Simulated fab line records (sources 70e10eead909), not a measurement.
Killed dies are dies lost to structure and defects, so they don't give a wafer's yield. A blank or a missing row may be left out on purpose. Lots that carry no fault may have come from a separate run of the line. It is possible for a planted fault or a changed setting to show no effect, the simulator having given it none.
fab line records | flow nand-harc
[record] lots = 11 wafers = 33 last-day = 33
route steps=1302 shown A_BLC@1130 A_M0@1154
lots that met no fault: taken from a fault-free run of the same line
start-h: hours from the record's first day to the start of the lot's first wafer shown | wait-h: hours from the lot's prior step to this one | " the same as in the row above | L1.1+2: several wafers, shown together as one row | - no value, or no start was given | * or withheld: withheld | < > ~ a bound
route shown NAME@n: a module of which the file shows steps, and the number in the route of the first | usual: mean/standard deviation of fault-free wafers | same: alike in all rows | chamber/n: place in a boat | sites: readings site by site | _std_site: their standard deviation | _edge_site: mean of outer sites minus mean of inner sites | radius-mm: how far each site lies from the wafer's centre | mask NAME#n: copy n | behind: tool/chamber where the wafer was last shaped | hold: cause of the lot's hold/its duration in hours/its outcome | device: the transistor (n, p or np) that didn't switch | end of line: the route-end tests of the same wafers | a step without rows: its recipe alone | killed: count of dies lost to structure and defects at first sort (not the wafer's yield) | map: a wafer's dies, x killed, . not, _ none there
set.NAME: the setting that was run; set.NAME@STEP: the one run at that earlier step | model.NAME: the simulator's own value behind a step, which no gauge read
a sample of lots followed through the steps of the route, with each step as a table and each wafer as a row
services: the hour from which a tool's chamber was out of use, counted from the record's first day as start-h (under 0 if before that day), plus the number of hours and why
[[steps]]
[step NHARC_A_BLC_PVD_32]
[recipe] target-thk-a = 50 chamber-pressure-pa = 5 power-w = 5000 substrate-temp-c = 200 time-s = 17.7 material = Ti
[usual] cathode-dc-power-W = 4999.9/0.88 throttle-valve-pct = 30.1/1.2
// columns lot.wafer tool chamber start-h wait-h cathode-dc-power-W throttle-valve-pct
L913.1 pvd-sputter-02 - - - 4999.4 30.9
L913.6 " - " " 4999.6 31.4
L913.5 " - " " 5000.4 29.8
L916.3 pvd-sputter-02 - - - 4999.7 29.0
L916.4 " - " " 5002.1 30.1
L916.5 " - " " 5001.0 28.7
L918.1 pvd-sputter-01 - - - 4999.1 30.5
L918.3 " - " " 4999.9 29.7
L918.2 " - " " 4999.8 31.0
L922.2 pvd-sputter-01 - - - 4999.3 31.2
L922.3 " - " " 5000.5 31.5
L922.6 " - " " 4999.2 31.4
L925.2 pvd-sputter-02 - - - 4998.2 28.7
L925.5 " - " " 5001.3 28.1
L925.6 " - " " 4999.0 28.7
L923.3 pvd-sputter-03 - - - 5000.1 29.1
L923.6 " - " " 5000.5 29.6
L923.5 " - " " 4999.4 29.2
L928.4 pvd-sputter-02 - - - 5000.5 28.1
L928.1 " - " " 5001.3 31.1
L928.5 " - " " 5000.2 28.6
L933.2 pvd-sputter-01 - - - 4998.9 31.2
L933.1 " - " " 4999.8 31.1
L933.5 " - " " 4999.6 30.6
L935.3 pvd-sputter-02 - - - 4999.8 31.2
L935.4 " - " " 5001.7 27.9
L935.2 " - " " 5000.4 28.3
L934.4 pvd-sputter-02 - - - 4999.5 31.1
L934.2 " - " " 5000.1 31.3
L934.5 " - " " 5001.4 28.1
L936.2 pvd-sputter-03 - - - 4998.4 29.0
L936.3 " - " " 5000.2 31.4
L936.6 " - " " 5001.8 28.9
[step NHARC_A_M0_STRIP_18]
[recipe] power-w = 1000 n2-flow-sccm = 150 h2-flow-sccm = 150 ar-flow-sccm = 0 bias-w = 0 chemistry = N2/H2
[usual] chamber-pressure-mTorr = 30.002/0.027 drypump-motor-current-A = 5.6/0.54 oes-product-au = 0.995/0.011 rf-fwd-power-W = 997/3.3 rf-vpp-V = 90.7/0.9 showerhead-plenum-p-Torr = 2.05/0.058 throttle-valve-pct = 14.171/0.0092
[same] bias-w = 0
// columns lot.wafer tool chamber start-h wait-h chamber-pressure-mTorr drypump-motor-current-A oes-product-au rf-fwd-power-W rf-hours-counter-h rf-vpp-V showerhead-plenum-p-Torr throttle-valve-pct
L913.1 rie-diel-07 2 531.13 0.1 30.015 6.0 1.013 1002 3.3 92.4 2.18 14.168
L913.5 " 2 " " 29.964 6.0 1.010 998 - 91.0 2.18 14.164
L913.6 " 3 " " 29.984 6.5 1.006 994 - 90.4 2.00 14.178
L916.4 rie-diel-10 2 545.25 0.1 30.033 5.6 1.008 998 5.1 90.7 2.03 14.171
L916.3 " 0 " " 30.003 5.5 0.988 996 5.5 89.4 2.02 14.176
L916.5 " 2 " " 30.005 5.6 0.999 996 - 90.2 2.03 14.172
L918.3 rie-diel-05 2 578.14 0.1 29.960 5.2 0.995 995 9.4 90.6 2.06 14.175
L918.1 " 3 " " 30.029 5.8 1.013 1002 9.8 92.0 2.05 14.176
L918.2 " 1 " " 29.996 5.6 0.997 992 9.7 90.4 1.93 14.170
L922.2 rie-diel-05 3 619.28 0.1 29.960 5.8 0.997 1003 0.7 90.8 2.05 14.175
L922.3 " 2 " " 29.980 5.2 0.986 996 0.7 91.0 2.06 14.164
L922.6 " 3 " " 30.026 5.8 1.009 998 - 89.5 2.05 14.180
L925.2 rie-diel-10 2 635.95 0.1 29.988 5.6 0.990 996 1.0 90.1 2.03 14.184
L925.5 " 2 " " 29.970 5.6 0.995 998 - 90.9 2.03 14.168
L925.6 " 3 " " 30.029 4.8 0.987 995 - 91.4 2.11 14.179
L923.3 rie-diel-05 2 637.30 0.1 30.056 5.2 0.997 999 2.7 91.7 2.06 14.172
L923.5 " 1 " " 30.052 5.6 1.013 990 - 89.6 1.93 14.150
L923.6 " 2 " " 30.018 5.2 1.003 1000 - 91.2 2.06 14.174
L928.4 rie-diel-10 0 667.86 0.1 29.963 5.5 0.974 995 3.3 90.6 2.02 14.164
L928.1 " 1 " " 29.997 6.4 0.990 994 3.3 92.8 2.08 14.161
L928.5 " 0 " " 30.009 5.5 0.968 993 - 90.0 2.02 14.182
L933.2 rie-diel-05 2 717.55 0.1 29.968 5.2 1.019 995 7.8 90.4 2.06 14.165
L933.1 " 0 " " 30.046 5.4 0.995 998 6.9 91.1 2.05 14.174
L933.5 " 2 " " 30.012 5.2 1.004 994 - 88.9 2.06 14.173
L935.3 rie-diel-10 1 730.02 0.1 30.007 6.4 0.990 999 6.0 90.8 2.08 14.167
L935.4 " 3 " " 29.996 4.7 0.996 996 5.2 91.4 2.11 14.177
L935.2 " 0 " " 29.934 5.5 0.990 1000 5.9 91.1 2.02 14.176
L934.4 rie-diel-07 0 732.38 0.1 30.028 6.7 0.993 994 4.4 90.2 2.02 14.180
L934.2 " 1 " " 29.997 5.1 1.010 991 3.4 90.1 2.00 14.186
L934.5 " 1 " " 29.997 5.1 0.997 995 - 90.4 2.00 14.173
L936.2 rie-diel-05 2 751.06 0.1 30.028 5.2 0.999 991 9.7 92.4 2.05 14.153
L936.3 " 3 " " 29.979 5.9 1.015 999 9.9 90.4 2.05 14.168
L936.6 " 0 " " 30.011 5.4 0.993 997 - 91.4 2.05 14.191
[step NHARC_A_M0_PVD_20]
[recipe] target-thk-a = 50 bias-v = 168.6 power-w = 15000 chamber-pressure-pa = 0.12 time-s = 8.06 substrate-temp-c = 50 material = TaN
[usual] cathode-dc-power-W = 15000/2.8 throttle-valve-pct = 30.0/1
// columns lot.wafer tool chamber start-h wait-h cathode-dc-power-W throttle-valve-pct
L913.1 pvd-sputter-02 - - - 14998 30.1
L913.6 " - " " 14997 30.0
L913.5 " - " " 15002 28.3
L916.3 pvd-sputter-03 - - - 15003 29.2
L916.4 " - " " 14997 29.1
L916.5 " - " " 14998 30.5
L918.2 pvd-sputter-01 - - - 14996 31.3
L918.1 " - " " 15004 31.5
L918.3 " - " " 14997 29.5
L922.2 pvd-sputter-01 - - - 14997 29.3
L922.3 " - " " 15003 31.5
L922.6 " - " " 15003 30.6
L925.2 pvd-sputter-03 - - - 14999 29.3
L925.5 " - " " 15000 30.6
L925.6 " - " " 14993 29.9
L923.3 pvd-sputter-03 - - - 14999 29.5
L923.6 " - " " 15004 29.5
L923.5 " - " " 15003 29.0
L928.4 pvd-sputter-02 - - - 15004 27.9
L928.1 " - " " 15006 31.4
L928.5 " - " " 15000 31.2
L933.2 pvd-sputter-02 - - - 14997 31.1
L933.1 " - " " 14999 31.2
L933.5 " - " " 14998 31.3
L935.4 pvd-sputter-03 - - - 15001 30.3
L935.2 " - " " 15000 29.3
L935.3 " - " " 15002 29.4
L934.2 pvd-sputter-03 - - - 15004 30.4
L934.4 " - " " 14999 29.0
L934.5 " - " " 15004 30.3
L936.3 pvd-sputter-03 - - - 15003 31.5
L936.2 " - " " 14993 30.4
L936.6 " - " " 15001 30.3
[step NHARC_A_M0_ECD_22]
[recipe] target-thk-a = 4000 bath-temp-c = 25 material = Cu
[usual] bath-temp-c = 25.01/0.1
// columns lot.wafer tool chamber start-h wait-h bath-temp-c
L913.1 ecd-cu-02 0 532.03 - 25.17
L913.6 " 0 " " 25.14
L913.5 " 1 " " 25.19
L916.4 ecd-cu-01 1 546.23 - 25.04
L916.3 " 0 " " 24.99
L916.5 " 1 " " 25.11
L918.1 ecd-cu-02 1 579.08 - 25.04
L918.2 " 0 " " 24.99
L918.3 " 0 " " 24.93
L922.2 ecd-cu-02 0 620.19 - 24.97
L922.3 " 0 " " 25.04
L922.6 " 0 " " 25.14
L925.2 ecd-cu-02 1 636.91 - 24.91
L925.6 " 0 " " 25.19
L925.5 " 1 " " 24.98
L923.3 ecd-cu-02 1 638.33 - 24.86
L923.5 " 0 " " 24.97
L923.6 " 1 " " 24.92
L928.1 ecd-cu-02 1 668.76 - 24.93
L928.4 " 0 " " 25.15
L928.5 " 0 " " 25.13
L933.2 ecd-cu-01 0 718.46 - 24.96
L933.1 " 1 " " 24.96
L933.5 " 1 " " 25.03
L935.2 ecd-cu-02 1 730.97 - 24.85
L935.4 " 0 " " 24.92
L935.3 " 1 " " 24.86
L934.2 ecd-cu-02 0 733.28 - 24.98
L934.4 " 1 " " 25.14
L934.5 " 0 " " 25.04
L936.2 ecd-cu-02 0 751.96 - 25.01
L936.3 " 1 " " 25.02
L936.6 " 0 " " 25.04
[step NHARC_A_M0_CMP_23]
[recipe] t-overpolish-s = 20 target-thk-nm = 113.75
[usual] edge-zone-pressure-frac = 1.000/0.0049 motor-current-A = 12.1/1.3 time-to-endpoint-s = 29/3.1
// columns lot.wafer tool chamber start-h wait-h edge-zone-pressure-frac motor-current-A time-to-endpoint-s
L913.1 cmp-04 2 532.83 - 1.002 15.1 34
L913.5 " 3 " " 1.002 13.1 25
L913.6 " 0 " " 1.001 11.7 33
L916.4 cmp-04 0 546.85 - 0.999 11.8 30
L916.3 " 2 " " 0.991 14.9 33
L916.5 " 0 " " 0.991 11.1 30
L918.3 cmp-03 1 579.84 - 1.005 11.5 25
L918.1 " 2 " " 1.004 10.6 27
L918.2 " 3 " " 1.000 10.5 29
L922.2 cmp-04 2 620.97 - 1.001 14.2 35
L922.3 " 3 " " 0.994 13.1 26
L922.6 " 1 " " 1.001 12.6 35
L925.2 cmp-04 2 637.69 - 1.000 15.0 32
L925.5 " 1 " " 1.001 12.9 36
L925.6 " 2 " " 1.002 15.2 33
L923.3 cmp-03 2 638.99 - 1.002 11.3 32
L923.6 " 3 " " 1.001 10.4 31
L923.5 " 0 " " 0.999 14.4 17
L928.4 cmp-03 0 669.51 - 1.001 14.5 18
L928.1 " 2 " " 1.001 11.4 25
L928.5 " 3 " " 1.001 10.5 21
L933.2 cmp-03 2 719.22 - 0.993 10.7 28
L933.1 " 3 " " 0.996 10.5 33
L933.5 " 2 " " 1.000 10.7 27
L935.2 cmp-02 1 731.68 - 0.993 11.8 29
L935.3 " 2 " " 0.992 12.0 29
L935.4 " 3 " " 1.000 12.0 28
L934.4 cmp-02 3 733.99 - 1.009 11.6 30
L934.2 " 0 " " 1.001 11.1 29
L934.5 " 0 " " 1.004 11.1 29
L936.2 cmp-02 3 753.14 - 0.999 11.7 26
L936.3 " 1 " " 1.007 11.5 25
L936.6 " 0 " " 0.997 11.2 28
[[services]]
// columns tool chamber start-h hours kind
cmp-04 - 504.50 4.4 repair
cmp-03 - 507.11 2.2 repair
cmp-03 - 518.74 0.6 repair
pvd-sputter-03 - 526.03 10.0 pm
pvd-sputter-01 - 536.02 0.6 repair
cmp-03 - 537.66 10.0 repair
cmp-04 - 541.99 3.2 repair
cmp-03 - 554.88 4.0 pm
cmp-03 - 560.85 0.6 repair
pvd-sputter-01 - 582.00 10.0 pm
rie-diel-05 - 583.60 9.0 pm
ecd-cu-02 - 596.29 8.0 pm
rie-diel-10 - 596.50 9.0 pm
cmp-04 - 601.07 4.0 pm
pvd-sputter-02 - 638.00 10.0 pm
cmp-03 - 652.88 4.0 pm
rie-diel-05 1 662.29 4.7 repair
pvd-sputter-01 - 687.57 7.6 repair
rie-diel-05 1 693.37 6.4 repair
rie-diel-10 - 694.41 0.3 repair
cmp-04 - 699.07 4.0 pm
pvd-sputter-03 - 704.03 10.0 pm
ecd-cu-02 - 706.39 0.3 repair
pvd-sputter-03 - 733.46 1.7 repair
[[key]]
[first-sign] step = NHARC_A_M0_CMP_23 reading = time-to-endpoint-s direction = down sigmas = 3.4 usual = * struck = *
effect none on later readings
met-at NHARC_A_M0_ECD_22
struck-lots L923,L928
struck-wafers L923.5,L928.4,L928.5
not-acting-at NHARC_A_BLC_PVD_32,NHARC_A_M0_STRIP_18,NHARC_A_M0_PVD_20
onset-between 636.91 638.33
[fault] kind = process-parameter-drift tool = ecd-cu-02 chamber = 0 onset-h = 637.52 steps = NHARC_A_M0_ECD_22 channel = target-thk-a offset = * shape = step end-h = 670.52 acts-in = * stated = *
